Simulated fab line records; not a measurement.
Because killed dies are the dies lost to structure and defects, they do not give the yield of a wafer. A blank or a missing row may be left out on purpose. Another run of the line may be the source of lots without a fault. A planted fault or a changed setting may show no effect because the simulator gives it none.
Which tool did it? || flow n5Finfet || 12 lots, 36 wafers sampled, at 1 step of a route of 1938

== WHAT THE GAUGES SHOWED, per wafer ==
N5_BEOL_M13_INSPECT_55: inspects for defects (darkfield).
{"lot": "L075", "measured": "day 11 14:47", "on": "defectInspect-02", "rawDefectCount": "47 59 105"}
{"lot": "L077", "measured": "day 11 23:59", "on": "defectInspect-01", "rawDefectCount": "63 121 96"}
{"lot": "L079", "measured": "day 12 20:50", "on": "defectInspect-01", "rawDefectCount": "46 51 59"}
{"lot": "L080", "measured": "day 12 21:17", "on": "defectInspect-01", "rawDefectCount": "67 81 63"}
{"lot": "L082", "measured": "day 13 04:25", "on": "defectInspect-02", "rawDefectCount": "88 68 115"}
{"lot": "L086", "measured": "day 14 02:23", "on": "defectInspect-02", "rawDefectCount": "78 56 74"}
{"lot": "L088", "measured": "day 14 17:26", "on": "defectInspect-02", "rawDefectCount": "60 89 70"}
{"lot": "L089", "measured": "day 14 23:03", "on": "defectInspect-02", "rawDefectCount": "35 72 37"}
{"lot": "L092", "measured": "day 15 09:56", "on": "defectInspect-01", "rawDefectCount": "52 42 98"}
{"lot": "L093", "measured": "day 15 21:30", "on": "defectInspect-02", "rawDefectCount": "85 95 50"}
{"lot": "L096", "measured": "day 16 14:56", "on": "defectInspect-02", "rawDefectCount": "73 94 65"}
{"lot": "L091", "measured": "day 17 12:02", "on": "defectInspect-02", "rawDefectCount": "92 134 91"}

== WHICH TOOL RAN EACH LOT (tool, then ch and the chambers of the sampled wafers, then the start) ==
There is no process step in the record ahead of these readings.

== THE ANSWER, worked out from the rows above alone ==
Rule: the lots themselves supply what counts as usual. Put in order of their means at a reading, lots are off if they are a third of the lots or fewer, leave a main group of 4 or more, and stand apart from it by a gap of 3 or more times the standard deviation of the main group's means; of several such gaps the widest counts. Not used: any main group whose means are identical at the precision the tables above print for the reading. Also off: a lot with no number at a reading for which 4 or more lots have one. All remaining lots with rows at the step are treated as sound.
Across all readings shown, no lot is off: no conclusion can be drawn from this.

== WHAT HAD BEEN PUT IN BY THE SIMULATOR ==
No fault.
